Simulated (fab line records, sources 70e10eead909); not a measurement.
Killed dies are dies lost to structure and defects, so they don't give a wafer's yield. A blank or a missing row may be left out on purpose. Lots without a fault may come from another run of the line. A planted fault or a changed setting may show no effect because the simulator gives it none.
Chamber matching | flow nand_harc | NHARC_A_STAIRCASE_DESCUM_11 on rie_diel-07: 4 sister chambers
The step chemistry O2, time 3 s. 20 wafers are shown with their chamber, then 10 later ones without.

WAFERS WITH THEIR CHAMBER
wafer  | chamber | showerhead_plenum_p_Torr (Torr) | drypump_motor_current_A (A) | oes_product_au (a.u.)
L074.1 | 0       | 1.84                            | 6.6                         | 1.000
L074.2 | 3       | 1.96                            | 6.4                         | 0.997
L074.4 | 2       | 2.00                            | 5.7                         | 1.002
L075.1 | 2       | 2.00                            | 5.7                         | 0.998
L075.4 | 1       | 1.80                            | 5.8                         | 1.018
L075.6 | 1       | 1.80                            | 5.8                         | 1.008
L077.4 | 2       | 2.00                            | 5.7                         | 1.012
L077.5 | 0       | 1.84                            | 6.5                         | 1.006
L077.6 | 3       | 1.96                            | 6.4                         | 1.010
L079.3 | 3       | 1.96                            | 6.4                         | 1.003
L079.4 | 2       | 2.00                            | 5.8                         | 1.009
L079.5 | 3       | 1.96                            | 6.3                         | 1.001
L080.3 | 2       | 2.00                            | 5.7                         | 0.996
L080.4 | 1       | 1.80                            | 5.8                         | 1.007
L080.6 | 3       | 1.96                            | 6.4                         | 1.008
L081.1 | 1       | 1.80                            | 5.8                         | 1.013
L081.4 | 0       | 1.84                            | 6.6                         | 1.006
L081.5 | 2       | 2.00                            | 5.8                         | 0.997
L089.1 | 2       | 1.99                            | 5.8                         | 0.993
L089.4 | 0       | 1.83                            | 6.5                         | 1.005

SIGNATURES (means of the wafers above)
reading                  | chamber 0 | chamber 1 | chamber 2 | chamber 3 | scatter within a chamber
showerhead_plenum_p_Torr | 1.8375    | 1.8000    | 1.9986    | 1.9600    | 0.00317
drypump_motor_current_A  | 6.550     | 5.800     | 5.743     | 6.380     | 0.0469
oes_product_au           | 1.00425   | 1.01150   | 1.00100   | 1.00380   | 0.00566
Rule: a wafer's distance from a chamber is the root of the sum, over the readings, of the square of ((its reading less the chamber's mean) divided by the reading's scatter). The wafer belongs to the nearest chamber; if the next one is less than 2 further off, it can't be placed. The scatter: the root of (the sum of the squares of (reading less its chamber's mean) over the shown wafers, divided by (wafers less chambers)).

WAFERS WITHOUT THEIR CHAMBER
wafer  | showerhead_plenum_p_Torr (Torr) | drypump_motor_current_A (A) | oes_product_au (a.u.)
L089.5 | 1.99                            | 5.8                         | 1.014
L088.2 | 1.99                            | 5.8                         | 1.015
L088.4 | 1.83                            | 6.5                         | 1.008
L088.5 | 1.83                            | 6.5                         | 1.007
L095.3 | 1.83                            | 6.5                         | 1.010
L095.4 | 1.79                            | 5.7                         | 1.011
L095.6 | 1.83                            | 6.5                         | 1.010
L094.2 | 1.95                            | 6.4                         | 1.010
L094.3 | 1.79                            | 5.7                         | 1.009
L094.4 | 1.83                            | 6.6                         | 1.011

WHICH CHAMBER EACH WENT THROUGH
wafer  | from the rows above | in truth
L089.5 | 2                   | 2
L088.2 | 2                   | 2
L088.4 | 0                   | 0
L088.5 | 0                   | 0
L095.3 | 0                   | 0
L095.4 | 1                   | 1
L095.6 | 0                   | 0
L094.2 | 3                   | 3
L094.3 | 1                   | 1
L094.4 | 0                   | 0
Placed correctly: 10 of 10. Can't be placed from these rows: 0. Placed wrongly: 0.
